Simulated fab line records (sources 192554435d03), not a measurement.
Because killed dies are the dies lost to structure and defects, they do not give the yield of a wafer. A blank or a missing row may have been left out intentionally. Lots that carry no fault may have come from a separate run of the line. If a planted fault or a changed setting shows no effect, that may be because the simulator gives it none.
Check of tool commonality / flow n5_finfet / 9 lots and 27 wafers in the sample

THE REASON FOR OPENING IT
On 2 of the 9 lots, a flag is raised at N5_GATE_CUT_INSPECT_26 on the reading raw_defect_count. No-fault wafers: 37, standard deviation 14.
Rule: a lot gets a flag if all its wafers with a number sit over 4 standard deviations from that mean, or if no wafer of it has a number. The rest of the lots are taken to be sound.

lot=L147; measured=day 5 03:28; on=defect_inspect-01; raw_defect_count, wafer by wafer=51 30 36; flag=
lot=L150; measured=day 5 23:42; on=defect_inspect-02; raw_defect_count, wafer by wafer=20 22 26; flag=
lot=L151; measured=day 6 04:45; on=defect_inspect-02; raw_defect_count, wafer by wafer=58 52 60; flag=
lot=L152; measured=day 6 11:55; on=defect_inspect-01; raw_defect_count, wafer by wafer=21 21 23; flag=
lot=L155; measured=day 7 03:23; on=defect_inspect-01; raw_defect_count, wafer by wafer=24 48 59; flag=
lot=L158; measured=day 8 00:40; on=defect_inspect-02; raw_defect_count, wafer by wafer=29 42 41; flag=
lot=L162; measured=day 8 22:13; on=defect_inspect-01; raw_defect_count, wafer by wafer=757 810 749; flag=FLAGGED
lot=L166; measured=day 10 01:44; on=defect_inspect-02; raw_defect_count, wafer by wafer=795 817 814; flag=FLAGGED
lot=L167; measured=day 10 04:02; on=defect_inspect-01; raw_defect_count, wafer by wafer=27 38 29; flag=
The mean of the flagged lots' numbers is 790, +753 from the usual (+54 standard deviations).

TOOL THAT RAN EACH LOT
The record holds 4 process steps before the reading, out of a route of 1938 steps. Read each cell as the tool, then ch plus the chambers that the sampled wafers visited, then the start.
lot=L147; flag=; N5_GATE_CUT_STRIP_42=rie_diel-06 ch 0,1,3, day 5 00:03; N5_GATE_CUT_ETCH_47=rie_metal-01 ch 0,1, day 5 00:21; N5_GATE_CUT_VAPOR_ETCH_49=rie_metal-01 ch 0,1, day 5 00:25; N5_GATE_CUT_CMP_61=cmp-04 ch 0,1,2, day 5 03:17
lot=L150; flag=; N5_GATE_CUT_STRIP_42=rie_diel-06 ch 0,1,2, day 5 20:35; N5_GATE_CUT_ETCH_47=rie_metal-02 ch 0,1, day 5 20:53; N5_GATE_CUT_VAPOR_ETCH_49=rie_metal-02 ch 0,1, day 5 20:56; N5_GATE_CUT_CMP_61=cmp-04 ch 0,2,3, day 5 23:30
lot=L151; flag=; N5_GATE_CUT_STRIP_42=rie_diel-01 ch 0,1, day 6 01:35; N5_GATE_CUT_ETCH_47=rie_metal-02 ch 0,1, day 6 01:53; N5_GATE_CUT_VAPOR_ETCH_49=rie_metal-02 ch 0,1, day 6 01:56; N5_GATE_CUT_CMP_61=cmp-02 ch 0,1, day 6 04:33
lot=L152; flag=; N5_GATE_CUT_STRIP_42=rie_diel-01 ch 0,1,2, day 6 08:47; N5_GATE_CUT_ETCH_47=rie_metal-01 ch 0,1, day 6 09:06; N5_GATE_CUT_VAPOR_ETCH_49=rie_metal-01 ch 0,1, day 6 09:10; N5_GATE_CUT_CMP_61=cmp-01 ch 0,1, day 6 11:43
lot=L155; flag=; N5_GATE_CUT_STRIP_42=rie_diel-06 ch 0,1,2, day 7 00:17; N5_GATE_CUT_ETCH_47=rie_metal-01 ch 0,1, day 7 00:34; N5_GATE_CUT_VAPOR_ETCH_49=rie_metal-01 ch 0,1, day 7 00:38; N5_GATE_CUT_CMP_61=cmp-02 ch 0,2,3, day 7 03:10
lot=L158; flag=; N5_GATE_CUT_STRIP_42=rie_diel-01 ch 0,1,2, day 7 21:33; N5_GATE_CUT_ETCH_47=rie_metal-02 ch 0,1, day 7 21:51; N5_GATE_CUT_VAPOR_ETCH_49=rie_metal-02 ch 0,1, day 7 21:55; N5_GATE_CUT_CMP_61=cmp-02 ch 0,1,2, day 8 00:26
lot=L162; flag=FLAGGED; N5_GATE_CUT_STRIP_42=rie_diel-05 ch 0,1,3, day 8 18:16; N5_GATE_CUT_ETCH_47=rie_metal-02 ch 0,1, day 8 18:34; N5_GATE_CUT_VAPOR_ETCH_49=rie_metal-02 ch 0,1, day 8 18:38; N5_GATE_CUT_CMP_61=cmp-04 ch 0,1,3, day 8 21:59
lot=L166; flag=FLAGGED; N5_GATE_CUT_STRIP_42=rie_diel-01 ch 1,2,3, day 9 22:20; N5_GATE_CUT_ETCH_47=rie_metal-03 ch 1, day 9 22:47; N5_GATE_CUT_VAPOR_ETCH_49=rie_metal-03 ch 1, day 9 22:55; N5_GATE_CUT_CMP_61=cmp-04 ch 0,1,2, day 10 01:30
lot=L167; flag=; N5_GATE_CUT_STRIP_42=rie_diel-05 ch 0,1,3, day 10 00:39; N5_GATE_CUT_ETCH_47=rie_metal-03 ch 1, day 10 01:06; N5_GATE_CUT_VAPOR_ETCH_49=rie_metal-03 ch 1, day 10 01:13; N5_GATE_CUT_CMP_61=cmp-02 ch 0,1,2, day 10 03:49
What is done by these steps:
- N5_GATE_CUT_STRIP_42: strips in O2.
- N5_GATE_CUT_ETCH_47: etches SiO2 in Cl2/BCl3, target depth 10 nm.
- N5_GATE_CUT_VAPOR_ETCH_49: etches TiAlC in BCl3/Cl2.
- N5_GATE_CUT_CMP_61: polishes, stops on SiNx, t overpolish 3 s.
- N5_GATE_CUT_INSPECT_26: inspects for defects (darkfield).

FLAGGED OVER TOTAL, TOOL BY TOOL (the gauges that took the reading come last)
step=N5_GATE_CUT_STRIP_42; tool=rie_diel-01; lots run=4; flagged=1; share of the flagged lots=some; sound lots run after its first flagged lot=0
step=N5_GATE_CUT_STRIP_42; tool=rie_diel-05; lots run=2; flagged=1; share of the flagged lots=some; sound lots run after its first flagged lot=1 (L167)
step=N5_GATE_CUT_STRIP_42; tool=rie_diel-06; lots run=3; flagged=0; share of the flagged lots=none; sound lots run after its first flagged lot=-
step=N5_GATE_CUT_ETCH_47; tool=rie_metal-01; lots run=3; flagged=0; share of the flagged lots=none; sound lots run after its first flagged lot=-
step=N5_GATE_CUT_ETCH_47; tool=rie_metal-02; lots run=4; flagged=1; share of the flagged lots=some; sound lots run after its first flagged lot=0
step=N5_GATE_CUT_ETCH_47; tool=rie_metal-03; lots run=2; flagged=1; share of the flagged lots=some; sound lots run after its first flagged lot=1 (L167)
step=N5_GATE_CUT_VAPOR_ETCH_49; tool=rie_metal-01; lots run=3; flagged=0; share of the flagged lots=none; sound lots run after its first flagged lot=-
step=N5_GATE_CUT_VAPOR_ETCH_49; tool=rie_metal-02; lots run=4; flagged=1; share of the flagged lots=some; sound lots run after its first flagged lot=0
step=N5_GATE_CUT_VAPOR_ETCH_49; tool=rie_metal-03; lots run=2; flagged=1; share of the flagged lots=some; sound lots run after its first flagged lot=1 (L167)
step=N5_GATE_CUT_CMP_61; tool=cmp-01; lots run=1; flagged=0; share of the flagged lots=none; sound lots run after its first flagged lot=-
step=N5_GATE_CUT_CMP_61; tool=cmp-02; lots run=4; flagged=0; share of the flagged lots=none; sound lots run after its first flagged lot=-
step=N5_GATE_CUT_CMP_61; tool=cmp-04; lots run=4; flagged=2; share of the flagged lots=all; sound lots run after its first flagged lot=0
step=N5_GATE_CUT_INSPECT_26; tool=defect_inspect-01; lots run=5; flagged=1; share of the flagged lots=some; sound lots run after its first flagged lot=1 (L167)
step=N5_GATE_CUT_INSPECT_26; tool=defect_inspect-02; lots run=4; flagged=1; share of the flagged lots=some; sound lots run after its first flagged lot=0

WHAT THE TABLE ALLOWS
In the table, 1 row covers all flagged lots: cmp-04 at N5_GATE_CUT_CMP_61.
- cmp-04 at N5_GATE_CUT_CMP_61: 2 of its 4 lots flagged. It ran its last sound lot, L150, at day 5 23:30 and its first flagged lot, L162, at day 8 21:59: a fault with its onset between the two fits.
Left over: one tool, cmp-04 at N5_GATE_CUT_CMP_61.

WHAT THE SIMULATOR PUT IN
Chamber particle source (cmp-04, N5_GATE_CUT_CMP_61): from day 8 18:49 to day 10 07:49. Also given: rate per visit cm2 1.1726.
Shown lots that were struck: L162, L166. The rule above reached the same finding.
